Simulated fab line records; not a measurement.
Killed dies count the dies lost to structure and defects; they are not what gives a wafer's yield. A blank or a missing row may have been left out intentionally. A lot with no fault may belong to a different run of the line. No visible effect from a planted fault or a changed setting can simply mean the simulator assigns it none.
Which tool did it? :: flow nand-harc :: 24 lots, 72 wafers sampled, at 3 steps of a route of 1159

WHAT THE GAUGES READ, wafer by wafer
NHARC_P_M1_THK_MEAS_24: measures by xrf. Usual: thk-nm reads 157.1 nm (standard deviation 1.6).
lot: L074
measured: day 5 16:47
on: film-metro-01
thk-nm (nm): 156.7 158.0 158.8
flag: 

lot: L075
measured: day 6 02:32
on: film-metro-01
thk-nm (nm): 158.0 158.3 158.8
flag: 

lot: L076
measured: day 6 23:04
on: film-metro-02
thk-nm (nm): 155.8 154.4 155.4
flag: 

lot: L077
measured: day 7 00:04
on: film-metro-02
thk-nm (nm): 155.9 157.1 155.2
flag: 

lot: L079
measured: day 7 01:08
on: film-metro-01
thk-nm (nm): 155.7 155.0 156.4
flag: 

lot: L078
measured: day 7 08:07
on: film-metro-02
thk-nm (nm): 157.7 157.3 158.3
flag: 

lot: L081
measured: day 7 22:05
on: film-metro-02
thk-nm (nm): 155.6 158.7 155.4
flag: 

lot: L080
measured: day 7 22:14
on: film-metro-02
thk-nm (nm): 155.9 154.7 155.6
flag: 

lot: L082
measured: day 8 08:52
on: film-metro-01
thk-nm (nm): 157.5 160.3 159.8
flag: 

lot: L083
measured: day 8 14:44
on: film-metro-02
thk-nm (nm): 157.6 157.3 159.6
flag: 

lot: L084
measured: day 8 20:14
on: film-metro-01
thk-nm (nm): 159.5 153.7 158.1
flag: 

lot: L087
measured: day 10 01:14
on: film-metro-02
thk-nm (nm): 155.6 160.1 157.7
flag: 

lot: L086
measured: day 10 01:35
on: film-metro-02
thk-nm (nm): 157.8 154.3 157.1
flag: 

lot: L085
measured: day 10 02:13
on: film-metro-02
thk-nm (nm): 158.7 154.5 157.4
flag: 

lot: L088
measured: day 10 03:15
on: film-metro-01
thk-nm (nm): 158.2 155.9 156.2
flag: 

lot: L089
measured: day 10 06:22
on: film-metro-02
thk-nm (nm): 156.9 155.2 158.1
flag: 

lot: L090
measured: day 10 09:34
on: film-metro-01
thk-nm (nm): 156.8 158.4 156.4
flag: 

lot: L092
measured: day 10 12:12
on: film-metro-02
thk-nm (nm): 153.5 159.2 156.8
flag: 

lot: L091
measured: day 10 13:19
on: film-metro-02
thk-nm (nm): 156.9 157.1 157.7
flag: 

lot: L094
measured: day 10 19:19
on: film-metro-02
thk-nm (nm): 157.5 155.4 155.1
flag: 

lot: L093
measured: day 10 19:49
on: film-metro-02
thk-nm (nm): 155.1 154.1 156.8
flag: 

lot: L095
measured: day 11 12:40
on: film-metro-01
thk-nm (nm): 158.9 156.9 160.2
flag: 

lot: L096
measured: day 11 13:12
on: film-metro-02
thk-nm (nm): 159.5 154.4 159.7
flag: 

lot: L097
measured: day 11 22:23
on: film-metro-02
thk-nm (nm): 156.0 156.0 157.4
flag: 

TOOL THAT RAN EACH LOT (tool first, then ch and the chambers of the sampled wafers, then the start)
lot: L074
NHARC_P_M0_ANNEAL_30: rtp-anneal-01 ch 0, day 5 11:57
NHARC_P_M1_DEGAS_29: pvd-sputter-01, day 5 15:23

lot: L075
NHARC_P_M0_ANNEAL_30: rtp-anneal-01 ch 0, day 5 21:44
NHARC_P_M1_DEGAS_29: pvd-sputter-02, day 6 01:07

lot: L076
NHARC_P_M0_ANNEAL_30: rtp-anneal-02 ch 0, day 6 18:22
NHARC_P_M1_DEGAS_29: pvd-sputter-02, day 6 21:39

lot: L077
NHARC_P_M0_ANNEAL_30: rtp-anneal-01 ch 0, day 6 18:44
NHARC_P_M1_DEGAS_29: pvd-sputter-01, day 6 22:08

lot: L079
NHARC_P_M0_ANNEAL_30: rtp-anneal-01 ch 0, day 6 20:29
NHARC_P_M1_DEGAS_29: pvd-sputter-03, day 6 23:44

lot: L078
NHARC_P_M0_ANNEAL_30: rtp-anneal-02 ch 0, day 7 03:19
NHARC_P_M1_DEGAS_29: pvd-sputter-01, day 7 06:34

lot: L081
NHARC_P_M0_ANNEAL_30: rtp-anneal-01 ch 0, day 7 16:30
NHARC_P_M1_DEGAS_29: pvd-sputter-03, day 7 20:42

lot: L080
NHARC_P_M0_ANNEAL_30: rtp-anneal-02 ch 0, day 7 17:01
NHARC_P_M1_DEGAS_29: pvd-sputter-02, day 7 20:50

lot: L082
NHARC_P_M0_ANNEAL_30: rtp-anneal-01 ch 0, day 8 04:02
NHARC_P_M1_DEGAS_29: pvd-sputter-03, day 8 07:28

lot: L083
NHARC_P_M0_ANNEAL_30: rtp-anneal-02 ch 0, day 8 09:53
NHARC_P_M1_DEGAS_29: pvd-sputter-01, day 8 13:21

lot: L084
NHARC_P_M0_ANNEAL_30: rtp-anneal-02 ch 0, day 8 15:26
NHARC_P_M1_DEGAS_29: pvd-sputter-02, day 8 18:50

lot: L087
NHARC_P_M0_ANNEAL_30: rtp-anneal-02 ch 0, day 9 20:25
NHARC_P_M1_DEGAS_29: pvd-sputter-03, day 9 23:50

lot: L086
NHARC_P_M0_ANNEAL_30: rtp-anneal-01 ch 0, day 9 20:47
NHARC_P_M1_DEGAS_29: pvd-sputter-03, day 10 00:11

lot: L085
NHARC_P_M0_ANNEAL_30: rtp-anneal-01 ch 0, day 9 21:08
NHARC_P_M1_DEGAS_29: pvd-sputter-01, day 10 00:32

lot: L088
NHARC_P_M0_ANNEAL_30: rtp-anneal-02 ch 0, day 9 22:24
NHARC_P_M1_DEGAS_29: pvd-sputter-03, day 10 01:49

lot: L089
NHARC_P_M0_ANNEAL_30: rtp-anneal-02 ch 0, day 10 01:21
NHARC_P_M1_DEGAS_29: pvd-sputter-01, day 10 04:54

lot: L090
NHARC_P_M0_ANNEAL_30: rtp-anneal-02 ch 0, day 10 04:39
NHARC_P_M1_DEGAS_29: pvd-sputter-02, day 10 08:06

lot: L092
NHARC_P_M0_ANNEAL_30: rtp-anneal-02 ch 0, day 10 07:23
NHARC_P_M1_DEGAS_29: pvd-sputter-02, day 10 10:49

lot: L091
NHARC_P_M0_ANNEAL_30: rtp-anneal-02 ch 0, day 10 08:34
NHARC_P_M1_DEGAS_29: pvd-sputter-03, day 10 11:45

lot: L094
NHARC_P_M0_ANNEAL_30: rtp-anneal-02 ch 0, day 10 14:28
NHARC_P_M1_DEGAS_29: pvd-sputter-02, day 10 17:53

lot: L093
NHARC_P_M0_ANNEAL_30: rtp-anneal-01 ch 0, day 10 14:45
NHARC_P_M1_DEGAS_29: pvd-sputter-02, day 10 18:13

lot: L095
NHARC_P_M0_ANNEAL_30: rtp-anneal-02 ch 0, day 11 07:56
NHARC_P_M1_DEGAS_29: pvd-sputter-03, day 11 11:16

lot: L096
NHARC_P_M0_ANNEAL_30: rtp-anneal-01 ch 0, day 11 08:25
NHARC_P_M1_DEGAS_29: pvd-sputter-02, day 11 11:48

lot: L097
NHARC_P_M0_ANNEAL_30: rtp-anneal-02 ch 0, day 11 17:37
NHARC_P_M1_DEGAS_29: pvd-sputter-03, day 11 20:59
- NHARC_P_M0_ANNEAL_30: time 90 s.
- NHARC_P_M1_DEGAS_29: time 60 s.

AS READ BY THE TOOLS THEMSELVES (means over the sampled wafers that have a number; for cases with no such wafer, the mark the record gives instead)
NHARC_P_M0_ANNEAL_30. Usual: wafer_temp_C_max reads 225.9 (standard deviation 0.36).
lot: L074
tool: rtp-anneal-01
wafer_temp_C_max: 226.0
flag: 

lot: L075
tool: rtp-anneal-01
wafer_temp_C_max: 226.2
flag: 

lot: L076
tool: rtp-anneal-02
wafer_temp_C_max: 225.8
flag: 

lot: L077
tool: rtp-anneal-01
wafer_temp_C_max: 226.4
flag: 

lot: L079
tool: rtp-anneal-01
wafer_temp_C_max: 226.1
flag: 

lot: L078
tool: rtp-anneal-02
wafer_temp_C_max: 225.7
flag: 

lot: L081
tool: rtp-anneal-01
wafer_temp_C_max: 226.4
flag: 

lot: L080
tool: rtp-anneal-02
wafer_temp_C_max: 225.5
flag: 

lot: L082
tool: rtp-anneal-01
wafer_temp_C_max: 226.3
flag: 

lot: L083
tool: rtp-anneal-02
wafer_temp_C_max: 225.7
flag: 

lot: L084
tool: rtp-anneal-02
wafer_temp_C_max: 225.8
flag: 

lot: L087
tool: rtp-anneal-02
wafer_temp_C_max: 225.8
flag: 

lot: L086
tool: rtp-anneal-01
wafer_temp_C_max: 226.0
flag: 

lot: L085
tool: rtp-anneal-01
wafer_temp_C_max: 226.4
flag: 

lot: L088
tool: rtp-anneal-02
wafer_temp_C_max: 225.8
flag: 

lot: L089
tool: rtp-anneal-02
wafer_temp_C_max: 225.6
flag: 

lot: L090
tool: rtp-anneal-02
wafer_temp_C_max: 225.9
flag: 

lot: L092
tool: rtp-anneal-02
wafer_temp_C_max: 225.8
flag: 

lot: L091
tool: rtp-anneal-02
wafer_temp_C_max: 225.9
flag: 

lot: L094
tool: rtp-anneal-02
wafer_temp_C_max: 225.8
flag: 

lot: L093
tool: rtp-anneal-01
wafer_temp_C_max: 226.4
flag: 

lot: L095
tool: rtp-anneal-02
wafer_temp_C_max: 225.5
flag: 

lot: L096
tool: rtp-anneal-01
wafer_temp_C_max: 226.2
flag: 

lot: L097
tool: rtp-anneal-02
wafer_temp_C_max: 225.5
flag: 

NHARC_P_M1_DEGAS_29. Usual: heater-power-w reads 333 W (standard deviation 40).
lot: L074
tool: pvd-sputter-01
heater-power-w (W): 364
flag: 

lot: L075
tool: pvd-sputter-02
heater-power-w (W): 325
flag: 

lot: L076
tool: pvd-sputter-02
heater-power-w (W): 322
flag: 

lot: L077
tool: pvd-sputter-01
heater-power-w (W): 328
flag: 

lot: L079
tool: pvd-sputter-03
heater-power-w (W): 312
flag: 

lot: L078
tool: pvd-sputter-01
heater-power-w (W): 349
flag: 

lot: L081
tool: pvd-sputter-03
heater-power-w (W): 303
flag: 

lot: L080
tool: pvd-sputter-02
heater-power-w (W): 364
flag: 

lot: L082
tool: pvd-sputter-03
heater-power-w (W): 331
flag: 

lot: L083
tool: pvd-sputter-01
heater-power-w (W): 325
flag: 

lot: L084
tool: pvd-sputter-02
heater-power-w (W): 310
flag: 

lot: L087
tool: pvd-sputter-03
heater-power-w (W): 335
flag: 

lot: L086
tool: pvd-sputter-03
heater-power-w (W): 310
flag: 

lot: L085
tool: pvd-sputter-01
heater-power-w (W): 336
flag: 

lot: L088
tool: pvd-sputter-03
heater-power-w (W): 308
flag: 

lot: L089
tool: pvd-sputter-01
heater-power-w (W): 305
flag: 

lot: L090
tool: pvd-sputter-02
heater-power-w (W): 322
flag: 

lot: L092
tool: pvd-sputter-02
heater-power-w (W): 357
flag: 

lot: L091
tool: pvd-sputter-03
heater-power-w (W): 334
flag: 

lot: L094
tool: pvd-sputter-02
heater-power-w (W): 321
flag: 

lot: L093
tool: pvd-sputter-02
heater-power-w (W): 355
flag: 

lot: L095
tool: pvd-sputter-03
heater-power-w (W): 283
flag: 

lot: L096
tool: pvd-sputter-02
heater-power-w (W): 360
flag: 

lot: L097
tool: pvd-sputter-03
heater-power-w (W): 328
flag: 

THE ANSWER, worked out from the rows above alone
Rule: a lot is off if the mean of its wafers that have a number lies more than 3 standard deviations from the usual mean. Also off: a lot with no number at a reading for which 4 or more lots have one. All remaining lots with rows at the step are treated as sound. After the gauges, taken in route order, come the tools' own readings; for these a lot's mean is taken, as printed above. At the first step where some lot is off, the reading lying furthest off is the one used; lots without a number count as furthest.
No lot is off on any of the readings shown, so nothing can be concluded from this.

WHAT THE SIMULATOR HAD PUT IN
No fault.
